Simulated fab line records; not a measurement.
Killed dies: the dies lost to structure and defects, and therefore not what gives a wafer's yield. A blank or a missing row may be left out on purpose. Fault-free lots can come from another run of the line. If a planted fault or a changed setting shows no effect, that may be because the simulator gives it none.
Which of the tools did it? -- flow n5-finfet -- Sampling: 11 lots, 31 wafers, 2 of 1938 route steps

== WHAT THE GAUGES SHOWED, per wafer ==
N5_BEOL_M10_CD_MEAS_35 targets a cd of 70 nm.
lot,measured,on,cd-nm (nm)
L698,day 11 05:04,cd-sem-03,69.7 70.2 70.1
L702,day 11 14:35,cd-sem-01,70.4 70.2 69.2
L700,day 11 14:47,cd-sem-02,70.1 70.7 70.2
L703,day 12 07:58,cd-sem-02,69.5 70.2 69.8
L706,day 12 08:29,cd-sem-03,70.3 68.9 70.3
L710,day 13 23:00,cd-sem-01,70.4 70.0 69.8
L709,day 13 23:34,cd-sem-02,68.5 69.2 69.1
L712,day 14 05:20,cd-sem-03,68.3 69.6 68.2
L714,day 14 13:58,cd-sem-02,69.2 70.3 70.2
L716,day 15 02:44,cd-sem-03,68.9 69.7
L715,day 15 13:47,cd-sem-03,68.5 69.0

== WHAT TOOL EACH LOT RAN ON (gives the tool, then ch and the chambers of the sampled wafers, and finally the start) ==
lot,N5_BEOL_M10_ETCH_65
L698,"rie-diel-03 ch 1,2,3, day 11 04:27"
L702,"rie-diel-03 ch 0,1,2, day 11 13:58"
L700,"rie-diel-06 ch 0,1, day 11 14:11"
L703,"rie-diel-06 ch 0,3, day 12 07:21"
L706,"rie-diel-01 ch 0,1,3, day 12 07:53"
L710,"rie-diel-01 ch 0,3, day 13 22:23"
L709,"rie-diel-03 ch 0,2,3, day 13 22:56"
L712,"rie-diel-06 ch 0,3, day 14 04:44"
L714,"rie-diel-03 ch 2,3, day 14 13:21"
L716,"rie-diel-01 ch 0,2, day 15 02:07"
L715,"rie-diel-03 ch 0,1, day 15 13:10"
- N5_BEOL_M10_ETCH_65: etches SiARC in CF4, target depth 39 nm, time 65 s.

== AS READ BY THE TOOLS THEMSELVES (means over the sampled wafers that have a number; for cases with no such wafer, the mark the record gives instead) ==
N5_BEOL_M10_ETCH_65.
lot,tool,bias-w (W),cf4-flow-sccm (sccm),drypump-motor-current-A (A),etch-rf-on-time-s (s),oes-product-au (a.u.),rf-vpp-V (V),showerhead-plenum-p-Torr (Torr),throttle-valve-pct (%)
L698,rie-diel-03,36.05,99.8,5.5,63.5,0.66,184.2,2.14,15.74
L702,rie-diel-03,35.98,100.2,5.2,64.3,0.67,184.3,2.18,15.65
L700,rie-diel-06,36.03,100.0,6.3,65.9,0.59,184.7,2.20,15.71
L703,rie-diel-06,36.19,99.7,5.5,67.1,0.69,185.6,2.25,15.54
L706,rie-diel-01,36.01,99.8,6.2,64.7,0.73,185.3,2.23,15.36
L710,rie-diel-01,35.96,99.9,6.5,63.4,0.70,184.7,2.19,15.43
L709,rie-diel-03,36.02,100.0,5.4,63.0,0.68,184.7,2.12,15.66
L712,rie-diel-06,35.97,99.8,5.6,67.0,0.79,186.1,2.22,15.33
L714,rie-diel-03,36.10,99.8,5.7,63.9,0.65,183.6,2.09,15.77
L716,rie-diel-01,36.12,100.6,5.8,64.3,0.64,184.6,2.23,15.55
L715,rie-diel-03,35.95,100.0,5.3,64.3,0.65,183.9,2.17,15.61

== THE ANSWER, worked out from the rows above alone ==
Rule: the lots themselves supply what counts as usual. Put in order of their means at a reading, lots are off if they are a third of the lots or fewer, leave a main group of 4 or more, and stand apart from it by a gap of 3 or more times the standard deviation of the main group's means; of several such gaps the widest counts. Not used: any main group whose means are identical at the precision the tables above print for the reading. A lot without any number at a reading at which 4 lots or more have one is off too. All remaining lots with rows at the step are treated as sound. Order of review: gauges by route order, followed by the tools' own readings, for which a lot's mean as printed above is used. The first step at which some lot is off is used, and at that step the reading that is off furthest; a lot without a number counts as furthest.
None of the lots is off at any reading shown; this tells nothing.

== WHAT THE SIMULATOR HAD PUT IN ==
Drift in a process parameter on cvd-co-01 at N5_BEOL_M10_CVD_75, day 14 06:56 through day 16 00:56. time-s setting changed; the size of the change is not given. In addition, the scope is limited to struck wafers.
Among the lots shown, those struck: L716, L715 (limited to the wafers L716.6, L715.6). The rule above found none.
